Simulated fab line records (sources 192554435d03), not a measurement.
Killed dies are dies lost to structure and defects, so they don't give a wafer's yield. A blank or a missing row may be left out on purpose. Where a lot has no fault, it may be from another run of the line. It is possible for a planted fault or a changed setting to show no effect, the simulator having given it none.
Chamber matching + flow n5_finfet + N5_SDB_HM_DEP_00 on pecvd-02 has 3 sister chambers
The step deposits SiNx from SiH4/NH3/N2, target thk 40 nm, time 35.3 s. 6 wafers are shown with their chamber, then 8 later ones without.

## WAFERS, EACH WITH ITS CHAMBER
| wafer  | chamber | throttle_valve_pct (%) | showerhead_plenum_p_Torr (Torr) |
|--------|---------|------------------------|---------------------------------|
| L084.3 | 2       | 38.3                   | 5.11                            |
| L085.2 | 1       | 41.3                   | 5.16                            |
| L088.3 | 0       | 41.5                   | 5.13                            |
| L088.4 | 2       | 38.4                   | 5.12                            |
| L088.6 | 1       | 41.8                   | 5.17                            |
| L091.1 | 0       | 41.6                   | 5.11                            |

## WAFERS MISSING THEIR CHAMBER
| wafer  | throttle_valve_pct (%) | showerhead_plenum_p_Torr (Torr) |
|--------|------------------------|---------------------------------|
| L091.4 | 38.5                   | 5.10                            |
| L091.5 | 41.2                   | 5.17                            |
| L096.1 | 41.5                   | 5.17                            |
| L096.4 | 38.7                   | 5.11                            |
| L096.5 | 41.8                   | 5.11                            |
| L097.2 | 41.3                   | 5.17                            |
| L097.4 | 38.7                   | 5.11                            |
| L097.5 | 41.6                   | 5.14                            |

## THE CHAMBER EACH PASSED THROUGH
| wafer  | from the rows above     | in truth |
|--------|-------------------------|----------|
| L091.4 | 2                       | 2        |
| L091.5 | 1                       | 1        |
| L096.1 | 1                       | 1        |
| L096.4 | 2                       | 2        |
| L096.5 | 0                       | 0        |
| L097.2 | 1                       | 1        |
| L097.4 | 2                       | 2        |
| L097.5 | can't be placed: 0 or 1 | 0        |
Correct placement for 7 of the 8. These rows do not allow placing 1 (true chamber among the candidates in 1). Wrongly placed: 0.
How it was worked out, from the rows above alone: a wafer's distance from a chamber is the root of the sum, over the readings, of the square of ((its reading less the chamber's mean) divided by the reading's scatter). If the next closest chamber is less than 2 further off than the closest, the wafer can't be placed; otherwise it belongs to the closest. For every chamber, the mean is computed from those of its wafers that are shown. The scatter: the root of (the sum of the squares of (reading less its chamber's mean) over the shown wafers, divided by (wafers less chambers)).
